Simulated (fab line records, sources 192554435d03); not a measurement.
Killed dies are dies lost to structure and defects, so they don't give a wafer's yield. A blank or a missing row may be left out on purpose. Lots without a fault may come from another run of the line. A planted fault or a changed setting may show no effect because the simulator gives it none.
Chamber matching | flow n5_finfet | N5_HKMG_FIN_NWFM_ALD_20 on ald_metal-01: 4 sister chambers
The step deposits TiAlC, target thk 2 nm, pulse time 3 s, purge time 2 s. 16 wafers are shown with their chamber, then 8 later ones without.

WAFERS WITH THEIR CHAMBER
wafer  | chamber | heater_power_w (W) | precursor_pulse_height_rel
L074.3 | 0       | 545                | 1.013
L074.5 | 1       | 488                | 1.004
L074.6 | 0       | 533                | 1.009
L076.1 | 3       | 506                | 1.023
L076.4 | 0       | 538                | 0.986
L076.6 | 3       | 516                | 1.038
L079.1 | 0       | 521                | 1.002
L079.4 | 2       | 575                | 0.979
L079.6 | 1       | 492                | 1.003
L088.1 | 1       | 494                | 1.013
L088.2 | 0       | 522                | 0.986
L088.3 | 3       | 524                | 1.005
L089.1 | 0       | 526                | 1.015
L089.3 | 3       | 519                | 0.988
L089.4 | 1       | 508                | 1.013
L090.2 | 1       | 484                | 1.017

SIGNATURES (means of the wafers above)
reading                    | chamber 0 | chamber 1 | chamber 2 | chamber 3 | scatter within a chamber
heater_power_w             | 530.83    | 493.20    | 575.00    | 516.25    | 8.95
precursor_pulse_height_rel | 1.00183   | 1.01000   | 0.97900   | 1.01350   | 0.0142
Rule: a wafer's distance from a chamber is the root of the sum, over the readings, of the square of ((its reading less the chamber's mean) divided by the reading's scatter). The wafer belongs to the nearest chamber; if the next one is less than 2 further off, it can't be placed. The scatter: the root of (the sum of the squares of (reading less its chamber's mean) over the shown wafers, divided by (wafers less chambers)).

WAFERS WITHOUT THEIR CHAMBER
wafer  | heater_power_w (W) | precursor_pulse_height_rel
L090.3 | 519                | 1.029
L090.5 | 523                | 1.023
L092.2 | 490                | 1.030
L092.4 | 559                | 1.020
L092.6 | 513                | 1.014
L094.1 | 521                | 1.013
L094.2 | 575                | 1.018
L094.3 | 510                | 0.988

WHICH CHAMBER EACH WENT THROUGH
wafer  | from the rows above          | in truth
L090.3 | can't be placed: 3 or 0      | 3
L090.5 | can't be placed: 3 or 0      | 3
L092.2 | can't be placed: 1 or 3      | 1
L092.4 | can't be placed: 2 or 0 or 3 | 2
L092.6 | can't be placed: 3 or 0 or 1 | 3
L094.1 | can't be placed: 3 or 0      | 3
L094.2 | 2                            | 2
L094.3 | can't be placed: 3 or 1 or 0 | 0
Placed correctly: 1 of 8. Can't be placed from these rows: 7 (the true chamber is among the candidates in 7). Placed wrongly: 0.
